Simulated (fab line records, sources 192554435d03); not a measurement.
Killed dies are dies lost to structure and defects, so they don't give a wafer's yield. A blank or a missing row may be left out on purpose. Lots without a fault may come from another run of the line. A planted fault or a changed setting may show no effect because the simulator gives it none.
Split-lot experiment | flow n5_finfet | 7 lots, 21 wafers read, on a route of 1938 steps

THE SPLIT
At N5_PMOS_HMC_CHANNEL_EPI_PEB_07 (peb time 60 s), the setting peb_time_s was moved away from the recipe's 60 s on 7 of the 21 wafers read, by -22.3% to +21.3%. The other wafers ran this setting at the recipe's value.

FROM THE SPLIT TO THE READING: what the file shows between them, 1 step
- N5_PMOS_HMC_CHANNEL_EPI_DEVELOP_08: develop time 30 s (also split here: develop_time_s)

THE READING
cd_nm, in nm, at N5_PMOS_HMC_CHANNEL_EPI_CD_MEAS_09 (target cd 237.4 nm). Fault-free wafers of this fab line usually give 237.6 nm, standard deviation 1 nm.

wafer  | tool, chamber at the split | peb_time_s as run, s | against the recipe | cd_nm, nm | against lot-mates on the recipe
L074.3 | litho_track-02, 0          | 72.79                | +21.3%             | 243.7     | +5.8
L074.4 | litho_track-02, 0          | 60                   | recipe             | 237.9     | -
L074.6 | litho_track-02, 0          | 72.79                | +21.3%             | 244.5     | +6.6
L077.1 | litho_track-01, 0          | 60                   | recipe             | 242.5     | -
L077.2 | litho_track-01, 0          | 60                   | recipe             | 244.2     | -
L077.5 | litho_track-01, 0          | 60                   | recipe             | 239.2     | -
L078.3 | litho_track-01, 0          | 60                   | recipe             | 240.1     | -
L078.5 | litho_track-01, 0          | 60                   | recipe             | 237.0     | -
L078.6 | litho_track-01, 0          | 60                   | recipe             | 237.4     | -
L081.1 | litho_track-02, 0          | 60                   | recipe             | 237.7     | -
L081.2 | litho_track-02, 0          | 60                   | recipe             | 237.5     | -
L081.4 | litho_track-02, 0          | 60                   | recipe             | 237.1     | -
L082.4 | litho_track-01, 0          | 60                   | recipe             | 237.9     | -
L082.5 | litho_track-01, 0          | 55.45                | -7.6%              | 235.0     | -2.9
L082.6 | litho_track-01, 0          | 55.45                | -7.6%              | 237.7     | -0.2
L084.2 | litho_track-05, 0          | 60                   | recipe             | 236.8     | -
L084.5 | litho_track-05, 0          | 60                   | recipe             | 233.9     | -
L084.6 | litho_track-05, 0          | 46.59                | -22.3%             | 221.1     | -14.3
L095.1 | litho_track-05, 0          | 50.44                | -15.9%             | 231.4     | -4.3
L095.2 | litho_track-05, 0          | 60                   | recipe             | 235.7     | -
L095.3 | litho_track-05, 0          | 50.44                | -15.9%             | 226.3     | -9.4

THE FIT
A straight line over all 21 wafers: cd_nm changes by +0.463 nm for each +1% of peb_time_s; r = +0.83; the points scatter about the line by 3.1 nm.
The same after taking each lot's own level away (the mean of its wafers on the recipe; 21 wafers): +0.401 nm for each +1%; r = +0.89; scatter 2.1 nm.
On that fit, the largest move of peb_time_s shifts the reading by 9 nm.
The lots' own levels span 235.35 to 241.97 nm, that is 6.6 times the standard deviation above.
So the lot-to-lot level changes the slope: the two fits differ.
Check: with one of the wafers moved furthest among these (-22.3%) left out of the fit, the line predicts -7.52 nm for it against its lot-mates. It came out at -14.3 nm against them.

OTHER SPLITS ON THESE WAFERS
These wafers also went through other splits before the reading. Each is held against what the fit with the lots' levels taken away leaves over:
other split on the same wafers                    | wafers away from the commonest value | r with cd_nm (lot level and that fit taken away)
N5_PMOS_HMC_CHANNEL_EPI_HM_DEP_34 time_s          | 6                                    | +0.34
N5_PMOS_HMC_CHANNEL_EPI_DEVELOP_08 develop_time_s | 6                                    | -0.28

THE WHOLE CHAIN: every reading that the file lists as answering this split, in the file's order
step                               | what it does                                                           | reading                                                                     | change (the file's fit)               | r (the file's)
N5_PMOS_HMC_CHANNEL_EPI_CD_MEAS_09 | target cd 237.4 nm                                                     | cd_nm                                                                       | +0.451 nm for each +1% of the setting | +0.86
N5_PMOS_HMC_CHANNEL_EPI_DESCUM_14  | chemistry O2, time 7.9 s                                               | PMOS_HMC_CHANNEL_EPI.cd_nm (the simulator's own value, which no gauge read) | +0.461 nm for each +1% of the setting | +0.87
N5_PMOS_HMC_CHANNEL_EPI_ETCH_32    | etches BARC in N2/H2, stops on SiO2, target depth 85.8 nm, time 50.3 s | PMOS_HMC_CHANNEL_EPI.cd_nm (the simulator's own value, which no gauge read) | +0.483 nm for each +1% of the setting | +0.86

THE FILE'S OWN FIT
cd_nm changes by +0.451 nm for each +1% of peb_time_s, r = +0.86.
